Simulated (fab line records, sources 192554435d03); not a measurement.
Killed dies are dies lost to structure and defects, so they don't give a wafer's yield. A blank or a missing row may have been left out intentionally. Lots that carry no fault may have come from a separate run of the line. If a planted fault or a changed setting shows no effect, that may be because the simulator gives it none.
Matching of chambers	flow n5 finfet	rie diel-06 running N5_HKMG_FIN_STRIP_93: 4 sister chambers
The step strips SOC in N2/H2, time 20 s. 14 wafers are shown with their chamber, then 7 later ones without.

## EACH WAFER AND ITS CHAMBER
wafer	chamber	drypump motor current A (A)	showerhead plenum p Torr (Torr)	throttle valve pct (%)
L075.2	1	6.6	3.44	19.3
L075.4	1	6.6	3.44	19.3
L075.6	0	6.2	3.30	20.0
L078.1	2	5.7	3.31	19.4
L078.2	1	6.6	3.44	19.3
L078.5	1	6.5	3.44	19.3
L081.2	0	6.2	3.30	19.7
L081.3	2	5.7	3.30	19.4
L081.4	0	6.2	3.30	19.7
L083.1	0	6.2	3.30	19.7
L083.4	2	5.7	3.30	19.4
L083.5	3	5.4	3.33	19.4
L085.3	3	5.4	3.32	19.4
L085.5	0	6.2	3.29	19.7

SIGNATURES, as means of the wafers listed above
reading	chamber 0	chamber 1	chamber 2	chamber 3	scatter within a chamber
drypump motor current A	6.200	6.575	5.700	5.400	0.0274
showerhead plenum p Torr	3.2980	3.4400	3.3033	3.3250	0.00443
throttle valve pct	19.760	19.300	19.400	19.400	0.0849
Rule: a wafer lies at a distance from a chamber equal to the root of the sum of squares, over the readings, of (its reading less the chamber's mean, divided by the reading's scatter). The wafer belongs to the nearest chamber; if the next one is less than 2 further off, it can't be placed. The scatter: the root of (the sum of the squares of (reading less its chamber's mean) over the shown wafers, divided by (wafers less chambers)).

## WAFERS MISSING THEIR CHAMBER
wafer	drypump motor current A (A)	showerhead plenum p Torr (Torr)	throttle valve pct (%)
L085.6	5.4	3.32	19.4
L091.1	6.5	3.43	19.0
L091.4	6.2	3.29	19.7
L091.5	6.2	3.29	19.7
L094.2	5.7	3.29	19.4
L094.3	6.2	3.28	19.7
L094.4	6.5	3.42	19.0

## WHICH CHAMBER EACH WENT THROUGH
wafer	from the rows above	in truth
L085.6	3	3
L091.1	1	1
L091.4	0	0
L091.5	0	0
L094.2	2	2
L094.3	0	0
L094.4	1	1
Placed correctly: 7 of 7. Can't be placed from these rows: 0. Wrongly placed: 0.
